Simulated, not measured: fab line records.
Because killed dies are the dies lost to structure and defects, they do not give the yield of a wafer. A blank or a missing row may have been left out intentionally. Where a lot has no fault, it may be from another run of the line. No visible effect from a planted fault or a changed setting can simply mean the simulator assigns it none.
Chamber matching :: flow nand_harc :: NHARC_A_M1_DEP_33 on pecvd-02: 3 sister chambers
The step deposits SiCN, target thk 30 nm. 6 wafers are shown with their chamber, then 12 later ones without.

== WAFERS WITH THEIR CHAMBER ==
wafer: L086.5
chamber: 2
heater_power_w (W): 631

wafer: L088.2
chamber: 0
heater_power_w (W): 591

wafer: L088.4
chamber: 2
heater_power_w (W): 579

wafer: L089.1
chamber: 0
heater_power_w (W): 563

wafer: L089.3
chamber: 1
heater_power_w (W): 472

wafer: L089.6
chamber: 1
heater_power_w (W): 443

== WAFERS WITHOUT THEIR CHAMBER ==
wafer: L091.2
heater_power_w (W): 623

wafer: L091.3
heater_power_w (W): 594

wafer: L091.5
heater_power_w (W): 610

wafer: L093.1
heater_power_w (W): 490

wafer: L093.3
heater_power_w (W): 566

wafer: L093.5
heater_power_w (W): 494

wafer: L094.2
heater_power_w (W): 628

wafer: L094.4
heater_power_w (W): 592

wafer: L094.6
heater_power_w (W): 469

wafer: L097.2
heater_power_w (W): 512

wafer: L097.3
heater_power_w (W): 630

wafer: L097.4
heater_power_w (W): 534

== WHICH CHAMBER EACH WENT THROUGH ==
wafer: L091.2
from the rows above: can't be placed: 2 or 0
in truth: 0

wafer: L091.3
from the rows above: can't be placed: 2 or 0
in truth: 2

wafer: L091.5
from the rows above: can't be placed: 2 or 0
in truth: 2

wafer: L093.1
from the rows above: 1
in truth: 1

wafer: L093.3
from the rows above: can't be placed: 0 or 2
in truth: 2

wafer: L093.5
from the rows above: can't be placed: 1 or 0
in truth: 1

wafer: L094.2
from the rows above: can't be placed: 2 or 0
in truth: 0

wafer: L094.4
from the rows above: can't be placed: 2 or 0
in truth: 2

wafer: L094.6
from the rows above: 1
in truth: 1

wafer: L097.2
from the rows above: can't be placed: 1 or 0 or 2
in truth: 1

wafer: L097.3
from the rows above: can't be placed: 2 or 0
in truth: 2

wafer: L097.4
from the rows above: can't be placed: 0 or 2 or 1
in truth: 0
Correctly placed: 2 of 12. These rows do not allow placing 10 (true chamber among the candidates in 10). 0 placed wrongly.
How it was worked out, from the rows above alone: a wafer's distance from a chamber is the root of the sum, over the readings, of the square of ((its reading less the chamber's mean) divided by the reading's scatter). The wafer belongs to the nearest chamber; if the next one is less than 2 further off, it can't be placed. A chamber's mean is the mean of its shown wafers. The scatter: the root of (the sum of the squares of (reading less its chamber's mean) over the shown wafers, divided by (wafers less chambers)).
